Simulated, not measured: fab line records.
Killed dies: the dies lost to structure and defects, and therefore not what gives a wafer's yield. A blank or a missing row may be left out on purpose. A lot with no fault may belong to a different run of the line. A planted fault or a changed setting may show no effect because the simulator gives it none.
Which tool is to blame?	flow n5 finfet	route of 1938 steps, sampled at 1 step: 14 lots, 42 wafers

WHAT THE GAUGES SHOWED, per wafer
N5_WELL_APT_INSPECT_27: inspects for defects (macro).
lot	measured	on	raw defect count
L278	day 1 21:02	defect inspect-02	0 2 3
L279	day 2 02:49	defect inspect-02	4 1 4
L285	day 3 15:23	defect inspect-02	1 3 4
L286	day 3 21:01	defect inspect-01	3 1 3
L287	day 4 02:55	defect inspect-02	3 3 5
L291	day 5 03:23	defect inspect-01	0 3 1
L292	day 5 09:07	defect inspect-02	4 4 1
L294	day 5 21:26	defect inspect-02	3 2 5
L295	day 6 03:01	defect inspect-02	1 3 4
L296	day 6 08:58	defect inspect-02	1 0 2
L297	day 6 15:35	defect inspect-02	1 4 3
L298	day 6 20:52	defect inspect-02	6 2 0
L299	day 7 03:09	defect inspect-01	2 3 2
L300	day 7 08:53	defect inspect-01	3 1 3

EACH LOT AND THE TOOL THAT RAN IT (in order: tool; ch and the chambers of the sampled wafers; start)
The record holds no process step before these readings.

WHAT THE TOOLS THEMSELVES READ (means of the sampled wafers that have a number; where no wafer has one, the mark that the record gives instead)
The record holds no such reading with a usual standard deviation.

THE ANSWER, worked out from the rows above alone
Rule: what is usual is taken from the lots themselves. The widest of any qualifying gaps counts: lots, ordered by their means at a reading, are off when they make up no more than a third of the lots, leave a main group of 4 or more, and stand apart from it by 3 or more times the standard deviation of that group's means. If all means in a main group match to the digits the tables above print for the reading, that group is not used. Also off: a lot with no number at a reading for which 4 or more lots have one. Where the step has rows for the other lots, those lots are counted as sound. After the gauges, taken in route order, come the tools' own readings; for these a lot's mean is taken, as printed above. The first step at which some lot is off is used, and at that step the reading that is off furthest; a lot without a number counts as furthest.
No lot is off on any of the readings shown, so nothing can be concluded from this.

WHAT WAS PUT IN BY THE SIMULATOR
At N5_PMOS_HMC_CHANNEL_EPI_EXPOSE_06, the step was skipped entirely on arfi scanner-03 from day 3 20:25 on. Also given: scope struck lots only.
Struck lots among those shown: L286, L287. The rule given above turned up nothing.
